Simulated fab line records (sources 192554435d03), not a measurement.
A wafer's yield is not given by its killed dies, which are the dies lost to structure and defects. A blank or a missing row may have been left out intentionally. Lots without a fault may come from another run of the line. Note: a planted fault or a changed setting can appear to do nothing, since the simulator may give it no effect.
fab line records ; flow n5-finfet
record: lots: 4; wafers: 12; last-day: 18
route steps=1938 shown SDB@374 DUMMY_REMOVAL@377 HKMG_FIN@385
lots that met no fault: taken from a fault-free run of the same line
start-h: start of the lot's first displayed wafer, in hours after the record's first day ; wait-h: how many hours have passed since the lot's step before this one ; " repeats the value in the row above ; L1.1+2: a single row standing in for several wafers ; - value missing, or start not given ; * or withheld: withheld ; < > ~ a bound
route shown NAME@n: NAME is a module with steps in the file, n the number in the route of the first one ; usual: the fault-free wafers' mean and standard deviation ; same: alike in all rows ; chamber/n: place in a boat ; sites: each site's reading ; _std_site: the values' standard deviation ; _edge_site: the outer-site mean with the inner-site mean subtracted ; radius-mm: for every site, how far away it sits from the centre of the wafer ; mask NAME#n: copy n ; behind: tool/chamber where the wafer was last shaped ; hold: the reason the lot was held/the length of the hold in hours/how it ended ; device: transistor that didn't switch, given as n, p or np ; end of line: the route-end tests of the same wafers ; a step given without rows: its recipe and nothing more ; killed: the dies lost at the first sort to structure and to defects; this is not the yield of the wafer ; map: a wafer's dies, x killed, . not, _ none there
set.NAME: the setting as run; set.NAME@STEP: as run at that earlier step ; model.NAME: the simulator's own value behind a step, which no gauge read
certain route steps with their lots: each step a table, each wafer a row
services: when a tool's chamber went out of use (start-h, in hours from the record's first day, below 0 if earlier), for how many hours, and the reason
== steps ==
step: N5_SDB_CMP_30
recipe: stop-on: poly-Si; t-overpolish-s: 1.54; post-cmp-clean: alkaline-brush; down-force-psi: 4.1491; platen-rpm: 51.796; pad-velocity-m-s: 1.0306; target-thk-nm: 30
step: N5_DUMMY_REMOVAL_HM_STRIP_01
recipe: chemistry: CH3F/O2; material: SiNx; target-depth-a: 40; stop-on: poly-Si; time-s: 6.8; over-etch-frac: 0.3; ion-energy-ev: 60; power-w: 410; bias-w: 29; Ar_flow_sccm: 150; CH3F_flow_sccm: 30; O2_flow_sccm: 20
step: N5_DUMMY_REMOVAL_STRIP_10
recipe: chemistry: N2/H2; time-s: 40; power-w: 100; temp-c: 40; pressure-mtorr: 100; rf-frequency-hz: 6e+07; bias-power-w: 3; n2-flow-sccm: 300; h2-flow-sccm: 300
step: N5_DUMMY_REMOVAL_PRECLEAN_07
recipe: chemistry: dHF; time-s: 30; temp-c: 25; dilution: withheld
step: N5_DUMMY_REMOVAL_DUMMY_REMOVE_02
recipe: chemistry: TMAH; temp-c: 70; target: poly-Si; stop-on: SiO2; target-depth-nm: 142; conc-wt-pct: 5; time-s: 57; dry: ipa-marangoni; rinse-time-s: 30; rinse-temp-c: 23
step: N5_DUMMY_REMOVAL_PRECLEAN_08
recipe: chemistry: NF3:NH3; afs-cycles: 2; temp-c: 30; time-s: 20; sublimation-temp-c: 180; sublimation-time-s: 60; pressure-torr: 3; rf-power-w: 30
step: N5_DUMMY_REMOVAL_PRECLEAN_04
recipe: chemistry: DHF; time-s: 37; temp-c: 25; dilution: 500:1
step: N5_DUMMY_REMOVAL_SRD_05
recipe: dry: ipa-marangoni; do-ppb: 5; time-s: 30; temp-c: 23; rinse-liquid: diw
step: N5_HKMG_FIN_IL_REGROW_00
recipe: material: SiO2; target-thk-a: 7.5; chemistry: O3; temp-c: withheld; time-s: 30
step: N5_HKMG_FIN_HK_ALD_01
recipe: material: HfO2; target-thk-a: 16; temp-c: withheld; ald-precursor-family: HfCl4; ald-co-reactant: H2O; pulse-time-s: 3; purge-time-s: 3; co-reactant-purge-time-s: 2.5; co-reactant-pulse-time-s: 0.3; ald-cycles: 30
usual: ald-cycles: 30/0; precursor-pulse-height-rel: 0.999/0.02
lot.wafer;tool;chamber;start-h;wait-h;ald-cycles;precursor-pulse-height-rel;model.HfO2_of_HKMG_FIN_HK_ALD_01.thk-nm
L706.1;ald-hk-01;3;100.36;0.0;30;1.019;1.6
L706.3;ald-hk-01;2;100.36;0.0;30;1.028;1.6
L706.5;ald-hk-01;3;100.36;0.0;30;0.986;1.6
L716.1;ald-hk-01;2;157.39;0.0;30;1.011;1.6
L716.5;ald-hk-01;0;157.39;0.0;30;0.983;1.6
L716.6;ald-hk-01;3;157.39;0.0;55;1.001;3
L717.2;ald-hk-01;3;165.23;0.0;30;0.985;1.6
L717.3;ald-hk-01;1;165.23;0.0;55;1.023;3
L717.5;ald-hk-01;2;165.23;0.0;30;1.002;1.6
L724.3;ald-hk-02;1;203.76;0.1;30;1.004;1.6
L724.4;ald-hk-02;2;203.76;0.1;30;1.004;1.6
L724.6;ald-hk-02;3;203.76;0.1;30;0.973;1.6
step: N5_HKMG_FIN_HK_ANNEAL_02
recipe: temp-c: 700; time-s: 30; ambient: N2; idle-temp-c: 600; ramp-up-c-per-s: 150; ramp-down-c-per-s: 60; cool-to-c: 600
step: N5_HKMG_FIN_ALD_74
recipe: material: La2O3; target-thk-a: 5; temp-c: 250; ald-precursor-family: La-Cp; ald-co-reactant: O3; pulse-time-s: 6; co-reactant-pulse-time-s: 1; purge-time-s: 3; co-reactant-purge-time-s: 3
step: N5_HKMG_FIN_ALD_75
recipe: material: Al2O3; target-thk-a: 10; temp-c: 150; ald-precursor-family: TMA; ald-co-reactant: H2O; pulse-time-s: withheld; co-reactant-pulse-time-s: 1
step: N5_HKMG_FIN_COAT_41
recipe: resist: SOC; temp-c: 250; time-s: 60; spin-rpm: 1500; resist-thk-nm: 300
step: N5_HKMG_FIN_COAT_42
recipe: resist: SiARC; temp-c: 220; time-s: 60; spin-rpm: 1500; resist-thk-nm: 35
step: N5_HKMG_FIN_COAT_43
recipe: resist: CAR-ArF; spin-rpm: 1500; resist-thk-nm: 90
step: N5_HKMG_FIN_EBR_45
recipe: solvent: PGMEA; ebr-width-mm: 1.5
step: N5_HKMG_FIN_SOFTBAKE_44
recipe: temp-c: 110; time-s: 60; resist: CAR-ArF
step: N5_HKMG_FIN_EXPOSE_46
recipe: mask-id: NDIPOLE; na: 1.35; source-shape: conventional; sigma-outer: 0.8; polarization: unpolarized; dose-mj: 40
step: N5_HKMG_FIN_PEB_47
recipe: peb-temp-c: withheld; peb-time-s: 60; resist: CAR-ArF
step: N5_HKMG_FIN_DEVELOP_48
recipe: develop-time-s: 30; developer: TMAH; resist: CAR-ArF; rinse-liquid: diw; dry: air-spin; dev-temp-c: 23
step: N5_HKMG_FIN_DESCUM_53
recipe: chemistry: O2; time-s: 7.9; source-power-w: 50; bias-power-w: 20; pressure-mtorr: 20; rf-frequency-hz: 2.712e+07; temp-c: 40; resist: CAR-ArF; o2-flow-sccm: 225
step: N5_HKMG_FIN_ETCH_54
recipe: chemistry: CF4; target: SiARC; target-depth-a: 455; mask-material: CAR-ArF; time-s: 75.8; ion-energy-ev: 80; pressure-mtorr: 40; source-w: 545; bias-w: 36; Ar_flow_sccm: 100; cf4-flow-sccm: 100; ends: cleared
step: N5_HKMG_FIN_ETCH_55
recipe: chemistry: N2/H2; target: SOC; target-depth-a: 2400; temp-c: 40; time-s: 300; ion-energy-ev: 200; mask-material: SiARC; pressure-mtorr: 30; source-w: 840; bias-w: 150; n2-flow-sccm: 200; h2-flow-sccm: 200
step: N5_HKMG_FIN_STRIP_56
recipe: chemistry: N2/H2; temp-c: 40; n2-flow-sccm: 200; h2-flow-sccm: 200; rf-frequency-hz: 6e+07
step: N5_HKMG_FIN_STRIP_57
recipe: chemistry: CF4; resist: SiARC; power-w: 300; bias-power-w: 75; pressure-mtorr: 50; cf4-flow-sccm: 150; rf-frequency-hz: 6e+07
step: N5_HKMG_FIN_ETCH_58
recipe: chemistry: N2/H2; target: SOC; target-depth-a: 2158; ion-energy-ev: 50; bias-w: 13; time-s: 741; pressure-mtorr: 30; source-w: 875; n2-flow-sccm: 200; h2-flow-sccm: 200
step: N5_HKMG_FIN_STRIP_93
recipe: chemistry: N2/H2; material: SOC; time-s: 20; power-w: 500; temp-c: 40; pressure-mtorr: 50; rf-frequency-hz: 6e+07; bias-power-w: 8; h2-frac: 0.5; n2-flow-sccm: 300; h2-flow-sccm: 300
step: N5_HKMG_FIN_WET_ETCH_76
recipe: chemistry: dNH4OH; mix: 1:50; temp-c: 25; target: Al2O3; stop-on: La2O3; target-depth-nm: 2.25; dry: ipa-marangoni; rinse-time-s: 30; rinse-temp-c: 23
step: N5_HKMG_FIN_STRIP_60
recipe: chemistry: N2/H2; power-w: 2500; temp-c: 300; h2-frac: 0.65; time-s: 360; pressure-mtorr: withheld; n2-flow-sccm: 1750; h2-flow-sccm: 3250
step: N5_HKMG_FIN_WET_ETCH_77
recipe: chemistry: dHCl; mix: 1:10000; temp-c: 25; target: La2O3; stop-on: HfO2; target-depth-nm: 2
step: N5_HKMG_FIN_WET_ETCH_78
recipe: chemistry: dNH4OH; mix: 1:50; temp-c: 25; target: Al2O3; stop-on: La2O3; target-depth-nm: 4.5; dry: ipa-marangoni; rinse-time-s: 30; rinse-temp-c: 23
step: N5_HKMG_FIN_ALD_79
recipe: material: TiN; target-thk-a: 15; temp-c: 400; ald-precursor-family: TiCl4; ald-co-reactant: NH3; pulse-time-s: 1; purge-time-s: 3; co-reactant-purge-time-s: 2; co-reactant-pulse-time-s: 2; ald-cycles: 68; pressure-torr: 3
step: N5_HKMG_FIN_CVD_62
recipe: material: a-Si; target-thk-a: 30; temp-c: 500; precursor: Si2H6; pressure-torr: 1; time-s: 20.8
step: N5_HKMG_FIN_RTA_80
recipe: temp-c: withheld; time-s: 2; ambient: N2; idle-temp-c: 600; ramp-up-c-per-s: 150; ramp-down-c-per-s: 60; cool-to-c: 600
step: N5_HKMG_FIN_PRECLEAN_64
recipe: chemistry: dHF; time-s: 30; temp-c: 25; dilution: withheld
step: N5_HKMG_FIN_THK_MEAS_70
recipe: thk-meas-gauge: xrf; reads: HfO2_of_HKMG_FIN_HK_ALD_01
usual: HK_THK: 1.613/0.019
lot.wafer;tool;chamber;start-h;wait-h;HK_THK[nm]
L706.1;film-metro-02;-;103.98;0.2;1.602
L706.3;film-metro-02;-;103.98;0.2;1.632
L706.5;film-metro-02;-;103.98;0.2;1.627
L716.1;film-metro-02;-;161.28;0.2;1.615
L716.5;film-metro-02;-;161.28;0.2;1.605
L716.6;film-metro-02;-;161.28;0.2;2.945
L717.2;film-metro-01;-;168.80;0.2;1.596
L717.3;film-metro-01;-;168.80;0.2;2.965
L717.5;film-metro-01;-;168.80;0.2;1.597
L724.3;film-metro-02;-;207.24;0.2;1.579
L724.4;film-metro-02;-;207.24;0.2;1.610
L724.6;film-metro-02;-;207.24;0.2;1.597
== services ==
tool;chamber;start-h;hours;kind
ald-hk-02;-;159.25;1.0;repair
ald-hk-02;-;172.69;0.7;repair
== key ==
first-sign: step: N5_HKMG_FIN_HK_ALD_01; reading: ald-cycles; direction: up; sigmas: 99+; usual: *; struck: *
effect: step: N5_HKMG_FIN_THK_MEAS_70; reading: HK_THK; direction: up; sigmas: 70; usual: 1.613; struck: 2.955
model-effect: step: N5_HKMG_FIN_HK_ALD_01; value: HfO2_of_HKMG_FIN_HK_ALD_01.thk-nm; without: 1.6; struck: 3
met-at N5_HKMG_FIN_HK_ALD_01
struck-wafers L716.6,L717.3
tester-left-out L716,L717
onset-between 100.36 157.39
fault: kind: process-parameter-drift; tool: ald-hk-01; chamber: -; onset-h: 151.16; steps: N5_HKMG_FIN_HK_ALD_01; channel: ald-cycles; offset: *; shape: step; end-h: 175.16; scope: struck-wafers-only; acts-in: *; stated: *
tester-left-out: of these lots the tester's yield and bins aren't shown, on N5 and GAA mostly nor the transistor test; their killed dies are dies lost to structure and defects alone, not to doping, threshold or leakage, so they don't give the yield
